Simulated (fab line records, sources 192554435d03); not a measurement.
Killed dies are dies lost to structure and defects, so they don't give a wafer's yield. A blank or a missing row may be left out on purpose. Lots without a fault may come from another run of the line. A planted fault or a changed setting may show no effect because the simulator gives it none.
Split-lot experiment | flow n5_finfet | 7 lots, 39 wafers read, on a route of 1938 steps

THE SPLIT
At N5_FIN_SAQP_SPACER1_ALD_24 (deposits SiO2, target thk 20.3 nm, pulse time 1 s, purge time 2 s), the setting ald_cycles was moved away from the recipe's 218 on 15 of the 39 wafers read, by -46.8% to +60.1%. The other wafers ran this setting at the recipe's value.

FROM THE SPLIT TO THE READING: what the file shows between them, 2 steps
- N5_FIN_SAQP_SPACER1_ETCHBACK_25: etches SiO2 in CHF3/O2, target depth 24.4 nm, time 12.2 s
- N5_FIN_SAQP_MANDREL1_REMOVE_56: chemistry HBr/Cl2/O2, target a-Si, stops on SiNx, bt time 10 s

THE READING
cd_nm, in nm, at N5_FIN_SAQP_CD_MEAS_27 (target cd 20 nm). Fault-free wafers of this fab line usually give 20.30 nm, standard deviation 0.25 nm.

wafer  | tool, chamber at the split | ald_cycles as run | against the recipe | cd_nm, nm | against lot-mates on the recipe
L080.1 | ald_sin-04, 3,1,2          | 349               | +60.1%             | 32.64     | +12.19
L080.2 | ald_sin-04, 3,1,2          | 349               | +60.1%             | 32.43     | +11.98
L080.3 | ald_sin-04, 3,1,2          | 349               | +60.1%             | 32.49     | +12.04
L080.4 | ald_sin-04, 0              | 218               | recipe             | 20.26     | -
L080.5 | ald_sin-04, 3              | 218               | recipe             | 20.47     | -
L080.6 | ald_sin-04, 0              | 218               | recipe             | 20.61     | -
L081.1 | ald_sin-04, 1,2,1          | 311               | +42.7%             | 29.55     | +8.95
L081.2 | ald_sin-04, 1,2,1          | 311               | +42.7%             | 29.00     | +8.40
L081.3 | ald_sin-04, 3,0,0          | 218               | recipe             | 20.36     | -
L081.4 | ald_sin-04, 3,0,0          | 218               | recipe             | 20.69     | -
L081.5 | ald_sin-04, 3,0,0          | 218               | recipe             | 20.74     | -
L081.6 | ald_sin-04, 1,2,1          | 311               | +42.7%             | 29.46     | +8.86
L084.1 | ald_sin-02, 2              | 218               | recipe             | 20.14     | -
L084.2 | ald_sin-02, 3,1,3          | 281               | +28.9%             | 25.79     | +5.65
L084.3 | ald_sin-02, 3,1,3          | 281               | +28.9%             | 26.03     | +5.89
L084.4 | ald_sin-02, 2,1            | 218               | recipe             | 20.15     | -
L084.5 | ald_sin-02, 3,1,3          | 281               | +28.9%             | 26.02     | +5.88
L084.6 | ald_sin-02, 2,1            | 218               | recipe             | 20.12     | -
L086.1 | ald_sin-04, 0,3,1          | 218               | recipe             | 20.52     | -
L086.2 | ald_sin-04, 2,3,2          | 218               | recipe             | 20.18     | -
L086.3 | ald_sin-04, 0,3,1          | 218               | recipe             | 20.06     | -
L086.4 | ald_sin-04, 0,3,1          | 218               | recipe             | 20.15     | -
L086.5 | ald_sin-04, 2,3,2          | 218               | recipe             | 20.34     | -
L086.6 | ald_sin-04, 2,3,2          | 218               | recipe             | 19.98     | -
L087.1 | ald_sin-01, 0,1,1          | 218               | recipe             | 20.16     | -
L087.2 | ald_sin-01, 0,1,1          | 218               | recipe             | 20.44     | -
L087.3 | ald_sin-01, 2,3,0          | 294               | +34.9%             | 27.37     | +7.03
L087.4 | ald_sin-01, 2,3,0          | 294               | +34.9%             | 27.13     | +6.79
L087.5 | ald_sin-01, 0,1,1          | 218               | recipe             | 20.43     | -
L087.6 | ald_sin-01, 2,3,0          | 294               | +34.9%             | 27.07     | +6.73
L093.1 | ald_sin-01, 1,2            | 116               | -46.8%             | 11.03     | -9.16
L093.2 | ald_sin-01, 3,2,1          | 218               | recipe             | 20.27     | -
L093.3 | ald_sin-01, 0              | 116               | -46.8%             | 10.89     | -9.30
L093.4 | ald_sin-01, 3,2,1          | 218               | recipe             | 20.14     | -
L093.5 | ald_sin-01, 3,2,1          | 218               | recipe             | 20.17     | -
L093.6 | ald_sin-01, 1,2            | 116               | -46.8%             | 10.78     | -9.41
L094.2 | ald_sin-04, 0,0,3          | 218               | recipe             | 20.32     | -
L094.4 | ald_sin-04, 0,0,3          | 218               | recipe             | 20.61     | -
L094.5 | ald_sin-04, 0,0,3          | 218               | recipe             | 20.19     | -
Where a row lists several chambers, the file gives one row for several wafers and doesn't say which wafer went through which chamber.

THE FIT
A straight line over all 39 wafers: cd_nm changes by +0.203 nm for each +1% of ald_cycles; r = +1.00; the points scatter about the line by 0.23 nm.
The same after taking each lot's own level away (the mean of its wafers on the recipe; 39 wafers): +0.2 nm for each +1%; r = +1.00; scatter 0.16 nm.
On that fit, the largest move of ald_cycles shifts the reading by 12 nm.
The lots' own levels span 20.137 to 20.597 nm, that is 1.8 times the standard deviation above.
So the lot-to-lot level changes the slope little: the two slopes agree.
Check: with one of the wafers moved furthest among these (+60.1%) left out of the fit, the line predicts +12 nm for it against its lot-mates. It came out at +12.2 nm against them.

OTHER SPLITS ON THESE WAFERS
These wafers also went through other splits before the reading. Each is held against what the fit with the lots' levels taken away leaves over:
other split on the same wafers       | wafers away from the commonest value | r with cd_nm (lot level and that fit taken away)
N5_ZERO_LAYER_ETCH_18 target_depth_a | 15                                   | -0.23

THE WHOLE CHAIN: every reading that the file lists as answering this split, in the file's order
step                           | what it does                                                      | reading                                                                                 | change (the file's fit)               | r (the file's)
N5_FIN_SAQP_SPACER1_ALD_24     | deposits SiO2, target thk 20.3 nm, pulse time 1 s, purge time 2 s | SiO2_of_FIN_SAQP_SPACER1_ALD_24.thk_nm (the simulator's own value, which no gauge read) | +0.204 nm for each +1% of the setting | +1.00
N5_FIN_SAQP_MANDREL1_REMOVE_56 | chemistry HBr/Cl2/O2, target a-Si, stops on SiNx, bt time 10 s    | FIN_SAQP.cd_nm (the simulator's own value, which no gauge read)                         | +0.204 nm for each +1% of the setting | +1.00
N5_FIN_SAQP_CD_MEAS_27         | target cd 20 nm                                                   | cd_nm                                                                                   | +0.201 nm for each +1% of the setting | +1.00

THE FILE'S OWN FIT
cd_nm changes by +0.201 nm for each +1% of ald_cycles, r = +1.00.
